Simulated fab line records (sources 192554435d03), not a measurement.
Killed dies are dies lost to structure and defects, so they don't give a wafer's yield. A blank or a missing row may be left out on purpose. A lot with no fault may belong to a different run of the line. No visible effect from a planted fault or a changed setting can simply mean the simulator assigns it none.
Chamber matching || flow n5_finfet || 4 sister chambers for N5_SD_EPI_N_ETCH_16 on rie_diel-04
The step etches SiO2 in CHF3/O2, target depth 5 nm. 4 wafers are shown with their chamber, then 12 later ones without.

== WAFERS, EACH WITH ITS CHAMBER ==
{"wafer": "L088.4", "chamber": 3, "rf_vpp_V (V)": 507}
{"wafer": "L090.2", "chamber": 2, "rf_vpp_V (V)": 516}
{"wafer": "L090.3", "chamber": 0, "rf_vpp_V (V)": 509}
{"wafer": "L090.5", "chamber": 1, "rf_vpp_V (V)": 547}

== WAFERS MISSING THEIR CHAMBER ==
{"wafer": "L091.3", "rf_vpp_V (V)": 508}
{"wafer": "L091.4", "rf_vpp_V (V)": 509}
{"wafer": "L091.6", "rf_vpp_V (V)": 509}
{"wafer": "L094.1", "rf_vpp_V (V)": 514}
{"wafer": "L094.2", "rf_vpp_V (V)": 547}
{"wafer": "L094.3", "rf_vpp_V (V)": 509}
{"wafer": "L094.4", "rf_vpp_V (V)": 507}
{"wafer": "L094.5", "rf_vpp_V (V)": 517}
{"wafer": "L094.6", "rf_vpp_V (V)": 547}
{"wafer": "L096.3", "rf_vpp_V (V)": 507}
{"wafer": "L096.5", "rf_vpp_V (V)": 507}
{"wafer": "L096.6", "rf_vpp_V (V)": 514}

== CHAMBER TAKEN BY EACH ==
{"wafer": "L091.3", "from the rows above": "can't be placed: 0 or 3", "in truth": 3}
{"wafer": "L091.4", "from the rows above": 0, "in truth": 0}
{"wafer": "L091.6", "from the rows above": 0, "in truth": 0}
{"wafer": "L094.1", "from the rows above": 2, "in truth": 2}
{"wafer": "L094.2", "from the rows above": 1, "in truth": 1}
{"wafer": "L094.3", "from the rows above": 0, "in truth": 0}
{"wafer": "L094.4", "from the rows above": 3, "in truth": 3}
{"wafer": "L094.5", "from the rows above": 2, "in truth": 2}
{"wafer": "L094.6", "from the rows above": 1, "in truth": 1}
{"wafer": "L096.3", "from the rows above": 3, "in truth": 3}
{"wafer": "L096.5", "from the rows above": 3, "in truth": 3}
{"wafer": "L096.6", "from the rows above": 2, "in truth": 2}
11 of 12 placed correctly. These rows do not allow placing 1 (true chamber among the candidates in 1). 0 placed wrongly.
How it was worked out, from the rows above alone: a wafer's distance from a chamber is the root of the sum, over the readings, of the square of ((its reading less the chamber's mean) divided by the reading's scatter). The wafer belongs to the nearest chamber; if the next one is less than 2 further off, it can't be placed. The mean given for a chamber averages the wafers shown for that chamber. The scatter (one wafer shown for each chamber): square how far every hidden wafer sits from the nearest shown wafer, average those squares and take the square root.
